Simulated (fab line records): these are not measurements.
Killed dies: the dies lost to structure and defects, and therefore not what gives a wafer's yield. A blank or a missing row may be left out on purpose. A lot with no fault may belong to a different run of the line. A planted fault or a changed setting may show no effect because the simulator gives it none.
What tool caused it? / flow n5Finfet / Sampling: 11 lots, 31 wafers, 3 of 1938 route steps

WHAT THE GAUGES SHOWED, per wafer
N5_SD_EPI_P_CD_MEAS_09: target cd 240 nm.
lot=L894; measured=day 3 05:49; on=cdSem-01; cdNm (nm)=241.1 241.5 241.0
lot=L896; measured=day 3 17:45; on=cdSem-01; cdNm (nm)=240.9 241.4 240.9
lot=L897; measured=day 4 00:17; on=cdSem-01; cdNm (nm)=240.7 240.0 240.8
lot=L899; measured=day 4 14:40; on=cdSem-01; cdNm (nm)=241.2 243.0 241.8
lot=L901; measured=day 4 22:25; on=cdSem-01; cdNm (nm)=240.6 241.4 241.3
lot=L902; measured=day 5 07:34; on=cdSem-03; cdNm (nm)=240.8 240.0 240.8
lot=L903; measured=day 5 14:10; on=cdSem-03; cdNm (nm)=240.5 239.3 240.8
lot=L904; measured=day 5 19:56; on=cdSem-02; cdNm (nm)=239.5 241.2 240.4
lot=L906; measured=day 6 08:34; on=cdSem-01; cdNm (nm)=241.7 219.9
lot=L907; measured=day 6 11:34; on=cdSem-03; cdNm (nm)=220.0 241.8
lot=L916; measured=day 8 23:06; on=cdSem-01; cdNm (nm)=241.4 241.2 239.8

TOOL THAT RAN EACH LOT (tool first, then ch and the chambers of the sampled wafers, then the start)
lot=L894; N5_SD_EPI_N_VAPOR_ETCH_50=epiRpcvd-04 ch 0, day 3 03:05; N5_SD_EPI_P_PEB_07=lithoTrack-02 ch 0, day 3 05:44
lot=L896; N5_SD_EPI_N_VAPOR_ETCH_50=epiRpcvd-03 ch 0, day 3 14:55; N5_SD_EPI_P_PEB_07=lithoTrack-02 ch 0, day 3 17:41
lot=L897; N5_SD_EPI_N_VAPOR_ETCH_50=epiRpcvd-03 ch 0, day 3 21:35; N5_SD_EPI_P_PEB_07=lithoTrack-04 ch 0, day 4 00:13
lot=L899; N5_SD_EPI_N_VAPOR_ETCH_50=epiRpcvd-01 ch 0, day 4 09:14; N5_SD_EPI_P_PEB_07=lithoTrack-02 ch 0, day 4 14:35
lot=L901; N5_SD_EPI_N_VAPOR_ETCH_50=epiRpcvd-01 ch 0, day 4 18:56; N5_SD_EPI_P_PEB_07=lithoTrack-03 ch 0, day 4 22:20
lot=L902; N5_SD_EPI_N_VAPOR_ETCH_50=epiRpcvd-04 ch 0, day 5 04:12; N5_SD_EPI_P_PEB_07=lithoTrack-02 ch 0, day 5 07:30
lot=L903; N5_SD_EPI_N_VAPOR_ETCH_50=epiRpcvd-01 ch 0, day 5 10:39; N5_SD_EPI_P_PEB_07=lithoTrack-02 ch 0, day 5 14:05
lot=L904; N5_SD_EPI_N_VAPOR_ETCH_50=epiRpcvd-01 ch 0, day 5 16:37; N5_SD_EPI_P_PEB_07=lithoTrack-02 ch 0, day 5 19:52
lot=L906; N5_SD_EPI_N_VAPOR_ETCH_50=epiRpcvd-03 ch 0, day 6 05:56; N5_SD_EPI_P_PEB_07=lithoTrack-02 ch 0, day 6 08:30
lot=L907; N5_SD_EPI_N_VAPOR_ETCH_50=epiRpcvd-03 ch 0, day 6 08:47; N5_SD_EPI_P_PEB_07=lithoTrack-02 ch 0, day 6 11:30
lot=L916; N5_SD_EPI_N_VAPOR_ETCH_50=epiRpcvd-03 ch 0, day 8 19:07; N5_SD_EPI_P_PEB_07=lithoTrack-04 ch 0, day 8 23:02
- N5_SD_EPI_N_VAPOR_ETCH_50: etches Si in HCl, time 54 s.
- N5_SD_EPI_P_PEB_07: peb time 60 s.

THE ANSWER, worked out from the rows above alone
Rule: what is usual is taken from the lots themselves. The widest of any qualifying gaps counts: lots, ordered by their means at a reading, are off when they make up no more than a third of the lots, leave a main group of 4 or more, and stand apart from it by 3 or more times the standard deviation of that group's means. The tables above print the reading to a certain number of digits; a main group whose means all agree to those digits is not used. A lot without any number at a reading at which 4 lots or more have one is off too. Where the step has rows for the other lots, those lots are counted as sound.
Off, at N5_SD_EPI_P_CD_MEAS_09 on cdNm: L906, L907. The main group: mean 240.9 nm, standard deviation 0.52.
If a tool, at a process step before that reading, ran all the lots that are off and no sound lot after the first of them, it fits. The gauges at N5_SD_EPI_P_CD_MEAS_09 are tried like those tools. One candidate fits, namely lithoTrack-02 at N5_SD_EPI_P_PEB_07. A fault onset in the window from L904 (day 5 19:52, its last sound lot) to L906 (day 6 08:30, its first lot off) fits.

WHAT THE SIMULATOR PUT IN
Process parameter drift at N5_SD_EPI_P_PEB_07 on lithoTrack-02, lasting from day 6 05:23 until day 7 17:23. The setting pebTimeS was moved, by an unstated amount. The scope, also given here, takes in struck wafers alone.
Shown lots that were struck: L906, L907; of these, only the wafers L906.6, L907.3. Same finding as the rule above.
